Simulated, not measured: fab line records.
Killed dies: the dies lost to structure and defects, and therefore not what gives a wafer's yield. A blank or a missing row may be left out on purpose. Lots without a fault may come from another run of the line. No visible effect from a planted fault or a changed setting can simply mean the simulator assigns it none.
Which tool did it? ; flow nandHarc ; 12 lots with 36 wafers sampled at 5 steps, on a route of 1302 steps

## WHAT EACH GAUGE READ, for each wafer
NHARC_A_BONDPAD_CD_MEAS_13.
lot;measured;on;cdNm (nm)
L075;day 23 16:23;cdSem-02;496.7 496.7 498.2
L076;day 24 08:32;cdSem-01;500.6 498.2 498.6
L081;day 25 15:16;cdSem-01;499.2 497.3 499.2
L080;day 25 23:40;cdSem-03;497.8 501.1 498.6
L082;day 26 22:29;cdSem-01;499.0 500.3 500.2
L084;day 27 04:27;cdSem-01;499.9 498.9 498.3
L088;day 29 04:36;cdSem-03;496.5 498.9 497.2
L087;day 29 10:49;cdSem-03;499.8 499.2 500.5
L091;day 30 08:48;cdSem-03;500.4 499.8 497.6
L092;day 31 00:17;cdSem-03;498.8 500.3 499.5
L095;day 31 15:37;cdSem-03;500.3 500.6 500.9
L097;day 33 06:40;cdSem-02;499.7 499.4 497.1

## TOOL THAT RAN EACH LOT (tool first, then ch and the chambers of the sampled wafers, then the start)
lot;NHARC_A_BLC_ETCH_18;NHARC_A_M1_DESCUM_14;NHARC_A_M1_PRE_CLEAN_30;NHARC_A_M1_ANNEAL_31
L075;rieDiel-06 ch 0,2,3, day 23 10:59 or earlier;rieDiel-07 ch 0,1,2, day 23 10:59;pvdSputter-02, day 23 12:44 or earlier;rtpAnneal-01 ch 0, day 23 12:44
L076;rieDiel-11 ch 0,1, day 24 03:30 or earlier;rieDiel-07 ch 0,1,3, day 24 03:30;pvdSputter-03, day 24 05:16 or earlier;rtpAnneal-02 ch 0, day 24 05:16
L081;rieDiel-06 ch 0,3, day 25 10:22 or earlier;rieDiel-02 ch 1,2,3, day 25 10:22;pvdSputter-03, day 25 12:13 or earlier;rtpAnneal-02 ch 0, day 25 12:13
L080;rieDiel-09 ch 2,3, day 25 18:42 or earlier;rieDiel-01 ch 1,2,3, day 25 18:42;pvdSputter-02, day 25 20:37 or earlier;rtpAnneal-02 ch 0, day 25 20:37
L082;rieDiel-09 ch 0,1,3, day 26 17:35 or earlier;rieDiel-01 ch 0,1,3, day 26 17:35;pvdSputter-03, day 26 19:21 or earlier;rtpAnneal-01 ch 0, day 26 19:21
L084;rieDiel-09 ch 1,2, day 26 23:22 or earlier;rieDiel-07 ch 2,3, day 26 23:22;pvdSputter-03, day 27 01:17 or earlier;rtpAnneal-01 ch 0, day 27 01:17
L088;rieDiel-09 ch 0,3, day 28 23:27 or earlier;rieDiel-02 ch 0,2,3, day 28 23:27;pvdSputter-03, day 29 01:12 or earlier;rtpAnneal-01 ch 0, day 29 01:12
L087;rieDiel-11 ch 0,2,3, day 29 05:56 or earlier;rieDiel-01 ch 0,1,2, day 29 05:56;pvdSputter-01, day 29 07:41 or earlier;rtpAnneal-01 ch 0, day 29 07:41
L091;rieDiel-11 ch 1,2,3, day 30 03:43 or earlier;rieDiel-02 ch 1,2,3, day 30 03:43;pvdSputter-01, day 30 05:29 or earlier;rtpAnneal-02 ch 0, day 30 05:29
L092;rieDiel-11 ch 0,1, day 30 19:20 or earlier;rieDiel-02 ch 1,2,3, day 30 19:20;pvdSputter-01, day 30 21:13 or earlier;rtpAnneal-01 ch 0, day 30 21:13
L095;rieDiel-09 ch 1,2,3, day 31 10:07 or earlier;rieDiel-07 ch 0,1,2, day 31 10:07;pvdSputter-02, day 31 12:19 or earlier;rtpAnneal-02 ch 0, day 31 12:19
L097;rieDiel-11 ch 1,2,3, day 33 01:36 or earlier;rieDiel-02 ch 0,2, day 33 01:36;pvdSputter-02, day 33 03:25 or earlier;rtpAnneal-02 ch 0, day 33 03:25
- NHARC_A_BLC_ETCH_18: etches the open film in C4F8/O2/Ar, target depth 910 nm.
- NHARC_A_M1_DESCUM_14: chemistry O2, time 3 s.
- NHARC_A_M1_PRE_CLEAN_30: time 30 s.
- NHARC_A_M1_ANNEAL_31: time 90 s.

## THE ANSWER, worked out from the rows above alone
Rule: usual is defined by the lots themselves. The widest of any qualifying gaps counts: lots, ordered by their means at a reading, are off when they make up no more than a third of the lots, leave a main group of 4 or more, and stand apart from it by 3 or more times the standard deviation of that group's means. If all means in a main group match to the digits the tables above print for the reading, that group is not used. Also off: a lot with no number at a reading for which 4 or more lots have one. The other lots that the step has rows for count as sound.
No lot is off at any reading shown: from this, nothing can be told.

## WHAT HAD BEEN PUT IN BY THE SIMULATOR
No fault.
